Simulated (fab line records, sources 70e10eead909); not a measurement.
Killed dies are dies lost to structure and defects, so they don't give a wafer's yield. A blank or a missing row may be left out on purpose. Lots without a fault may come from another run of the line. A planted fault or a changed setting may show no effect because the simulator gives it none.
Which tool did it? | flow nand_harc | 10 lots, 30 wafers sampled, at 5 steps of a route of 1159

WHAT THE GAUGES READ, wafer by wafer
NHARC_END_SORT_01. Usual: killed_at_array 24, standard deviation 8.8; killed_at_other 0.7, standard deviation 0.99; killed_at_periphery 3.5, standard deviation 2.6; killed_dies 28, standard deviation 9.3; killed_open 3.2, standard deviation 1.7; killed_short 1.7, standard deviation 1.4.
lot  | measured     | on        | killed_at_array | killed_at_other | killed_at_periphery | killed_dies | killed_open | killed_short | flag
L496 | day 22 18:38 | prober-01 | 19 18 92        | 0 1 0           | 5 2 2               | 24 21 94    | 7 3 3       | 1 1 4        |

WHICH TOOL RAN EACH LOT (tool, then ch and the chambers of the sampled wafers, then the start)
lot  | NHARC_A_STAIRCASE_TRIM_12          | NHARC_A_BONDPAD_PRE_CLEAN_26            | NHARC_THIN_TSV_ETCH_15           | NHARC_THIN_TSV_STRIP_62
L485 | rie_diel-09 ch 0,1, day 11 06:49   | pvd_sputter-03, day 19 00:53 or earlier | rie_si-01 ch 0,2,3, day 19 00:53 | plasma_asher-01 ch 0,1, day 19 02:52
L484 | rie_diel-04 ch 0,1,2, day 11 07:10 | pvd_sputter-02, day 18 23:49 or earlier | rie_si-05 ch 0,3, day 18 23:49   | plasma_asher-02 ch 0,1, day 19 01:46
L486 | rie_diel-04 ch 0,1, day 11 13:24   | pvd_sputter-02, day 19 07:51 or earlier | rie_si-01 ch 0,1,3, day 19 07:51 | plasma_asher-01 ch 0,1, day 19 09:38
L487 | rie_diel-03 ch 1,2,3, day 11 13:49 | pvd_sputter-01, day 19 08:56 or earlier | rie_si-04 ch 0,1, day 19 08:56   | plasma_asher-01 ch 0,1, day 19 10:52
L496 | rie_diel-09 ch 1,2,3, day 14 04:31 | pvd_sputter-02, day 21 23:40 or earlier | rie_si-04 ch 0,2, day 21 23:40   | plasma_asher-02 ch 0,1, day 22 01:36
L500 | rie_diel-04 ch 0,2,3, day 15 00:46 | pvd_sputter-02, day 23 11:10 or earlier | rie_si-05 ch 2,3, day 23 11:10   | plasma_asher-01 ch 0,1, day 23 13:50
L501 | rie_diel-04 ch 0,1, day 15 00:56   | pvd_sputter-02, day 23 13:37 or earlier | rie_si-04 ch 0,1,3, day 23 13:37 | plasma_asher-01 ch 0,1, day 23 17:53
L506 | rie_diel-03 ch 1,2, day 15 20:32   | pvd_sputter-03, day 24 13:50 or earlier | rie_si-05 ch 0,1,3, day 24 13:50 | plasma_asher-02 ch 0, day 24 15:50
L503 | rie_diel-04 ch 0,1,2, day 16 00:17 | pvd_sputter-03, day 23 21:42 or earlier | rie_si-05 ch 0,1, day 23 21:42   | plasma_asher-01 ch 0,1, day 23 23:40
L507 | rie_diel-04 ch 0,1,3, day 16 13:49 | pvd_sputter-01, day 24 12:41 or earlier | rie_si-04 ch 0,1,2, day 24 12:41 | plasma_asher-01 ch 0,1, day 24 14:39
- NHARC_A_STAIRCASE_TRIM_12: chemistry O2, time 211.2 s.
- NHARC_A_BONDPAD_PRE_CLEAN_26: time 30 s.
- NHARC_THIN_TSV_ETCH_15: target depth 3000 nm, bosch target overetch cycles 2, bosch etch step 2.8 s.
- NHARC_THIN_TSV_STRIP_62: strips in N2/H2, time 20 s.

WHAT THE TOOLS THEMSELVES READ (means of the sampled wafers that have a number; where no wafer has one, the mark that the record gives instead)
NHARC_A_STAIRCASE_TRIM_12. Usual: drypump_motor_current_A 5.5 A, standard deviation 0.47; oes_product_au 1.003 a.u., standard deviation 0.011; rf_vpp_V 57.8 V, standard deviation 0.94; showerhead_plenum_p_Torr 3.57 Torr, standard deviation 0.16; throttle_valve_pct 17.037 %, standard deviation 0.009.
lot  | tool        | drypump_motor_current_A (A) | oes_product_au (a.u.) | rf_vpp_V (V) | showerhead_plenum_p_Torr (Torr) | throttle_valve_pct (%) | flag
L485 | rie_diel-09 | 5.9                         | 0.997                 | 57.5         | 3.52                            | 17.037                 |
L484 | rie_diel-04 | 5.5                         | 1.024                 | 57.3         | 3.48                            | 17.030                 |
L486 | rie_diel-04 | 5.5                         | 1.026                 | 56.5         | 3.42                            | 17.037                 |
L487 | rie_diel-03 | 5.1                         | 0.998                 | 57.6         | 3.60                            | 17.038                 |
L496 | rie_diel-09 | 5.4                         | 1.019                 | 57.3         | 3.55                            | 17.044                 |
L500 | rie_diel-04 | 5.9                         | 1.013                 | 57.8         | 3.61                            | 17.038                 |
L501 | rie_diel-04 | 5.5                         | 1.011                 | 57.4         | 3.41                            | 17.036                 |
L506 | rie_diel-03 | 4.9                         | 1.003                 | 58.2         | 3.69                            | 17.039                 |
L503 | rie_diel-04 | 5.5                         | 1.003                 | 57.9         | 3.46                            | 17.028                 |
L507 | rie_diel-04 | 5.7                         | 1.005                 | 57.5         | 3.52                            | 17.051                 |

NHARC_A_BONDPAD_PRE_CLEAN_26. Usual: heater_power_w 399 W, standard deviation 26.
lot  | tool           | heater_power_w (W) | flag
L485 | pvd_sputter-03 | 401                |
L484 | pvd_sputter-02 | 404                |
L486 | pvd_sputter-02 | 391                |
L487 | pvd_sputter-01 | 431                |
L496 | pvd_sputter-02 | 380                |
L500 | pvd_sputter-02 | 401                |
L501 | pvd_sputter-02 | 366                |
L506 | pvd_sputter-03 | 411                |
L503 | pvd_sputter-03 | 391                |
L507 | pvd_sputter-01 | 402                |

NHARC_THIN_TSV_ETCH_15. Usual: drypump_motor_current_A 5.7 A, standard deviation 0.43.
lot  | tool      | drypump_motor_current_A (A) | flag
L485 | rie_si-01 | 5.4                         |
L484 | rie_si-05 | 5.9                         |
L486 | rie_si-01 | 5.4                         |
L487 | rie_si-04 | 6.1                         |
L496 | rie_si-04 | 5.7                         |
L500 | rie_si-05 | 5.9                         |
L501 | rie_si-04 | 5.6                         |
L506 | rie_si-05 | 6.0                         |
L503 | rie_si-05 | 6.0                         |
L507 | rie_si-04 | 5.8                         |

NHARC_THIN_TSV_STRIP_62. Usual: drypump_motor_current_A 6.01 A, standard deviation 0.23; heater_power_w 346 W, standard deviation 21.
lot  | tool            | drypump_motor_current_A (A) | heater_power_w (W) | flag
L485 | plasma_asher-01 | 5.99                        | 346                |
L484 | plasma_asher-02 | 5.81                        | 352                |
L486 | plasma_asher-01 | 6.12                        | 336                |
L487 | plasma_asher-01 | 6.12                        | 343                |
L496 | plasma_asher-02 | 5.80                        | 351                |
L500 | plasma_asher-01 | 6.14                        | 339                |
L501 | plasma_asher-01 | 6.02                        | 340                |
L506 | plasma_asher-02 | 6.12                        | 395                |
L503 | plasma_asher-01 | 6.12                        | 336                |
L507 | plasma_asher-01 | 6.03                        | 334                |

THE ANSWER, worked out from the rows above alone
Rule: a lot is off if the mean of its wafers that have a number lies more than 3 standard deviations from the usual mean. A lot without any number at a reading at which 4 lots or more have one is off too. The other lots that the step has rows for count as sound. The gauges are gone through in route order, then the tools' own readings, and for those a lot's mean is taken as printed above. The first step at which some lot is off is used, and at that step the reading that is off furthest; a lot without a number counts as furthest.
No lot is off at any reading shown: from this, nothing can be told.

WHAT THE SIMULATOR HAD PUT IN
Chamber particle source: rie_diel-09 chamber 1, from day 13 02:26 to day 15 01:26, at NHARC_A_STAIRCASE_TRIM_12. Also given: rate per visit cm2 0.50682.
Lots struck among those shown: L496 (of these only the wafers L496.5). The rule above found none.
